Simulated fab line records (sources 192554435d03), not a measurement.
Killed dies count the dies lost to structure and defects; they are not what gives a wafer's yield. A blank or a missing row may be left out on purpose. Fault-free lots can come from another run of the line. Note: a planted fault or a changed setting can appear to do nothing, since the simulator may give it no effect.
Split-lot study ; flow n5Finfet ; route with 1938 steps; 7 lots, 21 wafers read

== ON THE SPLIT ==
At N5_BEOL_M6_EXPOSE_08 (exposes mask M6), the setting doseMj was moved away from the recipe's 68.25 on 6 of the 21 wafers read, by +4.0% to +7.0%. The other wafers ran this setting at the recipe's value.

== FROM THE SPLIT TO THE READING: what the file shows between them, 17 steps ==
- N5_BEOL_M6_PEB_09: peb time 60 s
- N5_BEOL_M6_DEVELOP_10: develop time 30 s
- N5_BEOL_M6_CD_MEAS_11: target cd 38.5 nm
- N5_BEOL_M6_HM_OPEN_17: chemistry Cl2/BCl3, target TiN, target depth 20 nm, overetch 6 nm
- N5_BEOL_M6_STRIP_19: strips in O2
- N5_BEOL_M6_CD_MEAS_18: pitch 80 nm, target cd 40 nm
- N5_BEOL_M6_EXPOSE_25: exposes mask V5, target cd 40 nm (also split here: doseMj)
- N5_BEOL_M6_PEB_26: peb time 60 s
- N5_BEOL_M6_DEVELOP_27: develop time 30 s
- N5_BEOL_M6_CD_MEAS_28: target cd 40 nm
- N5_BEOL_M6_DESCUM_33: chemistry O2, time 7 s
- N5_BEOL_M6_ETCH_72: etches underlayer in N2/H2, target depth 6.5 nm, time 5.2 s
- N5_BEOL_M6_ETCH_66: etches SOC in N2/H2, target depth 80 nm, overetch 16 nm, time 120 s (also split here: biasW)
- N5_BEOL_M6_STRIP_69: strips in N2/H2
- N5_BEOL_M6_STRIP_73: strips in N2/H2
- N5_BEOL_M6_PRECLEAN_42: cleans in residue remover, time 60 s
- N5_BEOL_M6_SRD_43: time 30 s

== THE READING ==
cdNm, in nm, at N5_BEOL_M6_CD_MEAS_35 (target cd 40 nm, target cd y 28 nm). Typical for fault-free wafers on this fab line: 40.1 nm, with standard deviation 0.72 nm.

wafer;tool, chamber at the split;doseMj as run;against the recipe;cdNm, nm;against lot-mates on the recipe
L079.1;arfiScanner-03, 0;68.25;recipe;40.3;-
L079.2;arfiScanner-03, 0;72.32;+6.0%;44.3;+3.1
L079.6;arfiScanner-03, 0;68.25;recipe;42.1;-
L084.1;arfiScanner-02, 0;68.25;recipe;39.8;-
L084.2;arfiScanner-02, 0;68.25;recipe;39.8;-
L084.5;arfiScanner-02, 0;68.25;recipe;39.3;-
L085.3;arfiScanner-01, 0;72.47;+6.2%;43.0;+1.8
L085.4;arfiScanner-01, 0;68.25;recipe;40.8;-
L085.6;arfiScanner-01, 0;68.25;recipe;41.7;-
L086.1;arfiScanner-03, 0;68.25;recipe;40.6;-
L086.3;arfiScanner-03, 0;68.25;recipe;40.5;-
L086.6;arfiScanner-03, 0;68.25;recipe;40.0;-
L089.1;arfiScanner-02, 0;68.25;recipe;39.6;-
L089.2;arfiScanner-02, 0;68.25;recipe;39.3;-
L089.4;arfiScanner-02, 0;70.98;+4.0%;42.1;+2.6
L090.1;arfiScanner-02, 0;73;+7.0%;43.9;+4.1
L090.4;arfiScanner-02, 0;68.25;recipe;39.8;-
L090.5;arfiScanner-02, 0;73;+7.0%;43.9;+4.1
L094.1;arfiScanner-01, 0;71.9;+5.3%;43.4;+2.6
L094.3;arfiScanner-01, 0;68.25;recipe;40.7;-
L094.6;arfiScanner-01, 0;68.25;recipe;40.8;-

THE FIT
A straight line over all 21 wafers: cdNm changes by +0.525 nm for each +1% of doseMj; r = +0.90; the points scatter about the line by 0.74 nm.
The same after taking each lot's own level away (the mean of its wafers on the recipe; 21 wafers): +0.516 nm for each +1%; r = +0.94; scatter 0.53 nm.
That fit puts the effect of the largest move of doseMj on the reading at 3.6 nm.
The span of the lots' own levels, 39.45 to 41.25 nm, comes to 2.5 times the standard deviation stated above.
Consequently the slope shifts little with the lot-to-lot level, the two slopes agreeing.
Check: with one of the wafers moved furthest among these (+7.0%) left out of the fit, the line predicts +3.44 nm for it against its lot-mates. Against them it came out at +4.1 nm.

== THESE WAFERS: OTHER SPLITS ==
Before the reading, these wafers also passed through other splits. Each is held against what the fit with the lots' levels taken away leaves over:
other split on the same wafers;wafers away from the commonest value;r with cdNm (lot level and that fit taken away)
N5_BEOL_M6_EXPOSE_25 doseMj;6;-0.41
N5_BEOL_M6_ETCH_66 biasW;5;+0.06

== THE WHOLE CHAIN: every reading that the file lists as answering this split, in the file's order ==
step;what it does;reading;change (the file's fit);r (the file's)
N5_BEOL_M6_CD_MEAS_11;target cd 38.5 nm;cdNm;+0.468 nm for each +1% of the setting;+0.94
N5_BEOL_M6_CD_MEAS_18;pitch 80 nm, target cd 40 nm;cdNm;+0.466 nm for each +1% of the setting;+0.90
N5_BEOL_M6_CD_MEAS_35;target cd 40 nm, target cd y 28 nm;cdNm;+0.49 nm for each +1% of the setting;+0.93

== FILE'S OWN FIT ==
cdNm changes by +0.49 nm for each +1% of doseMj, r = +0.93.
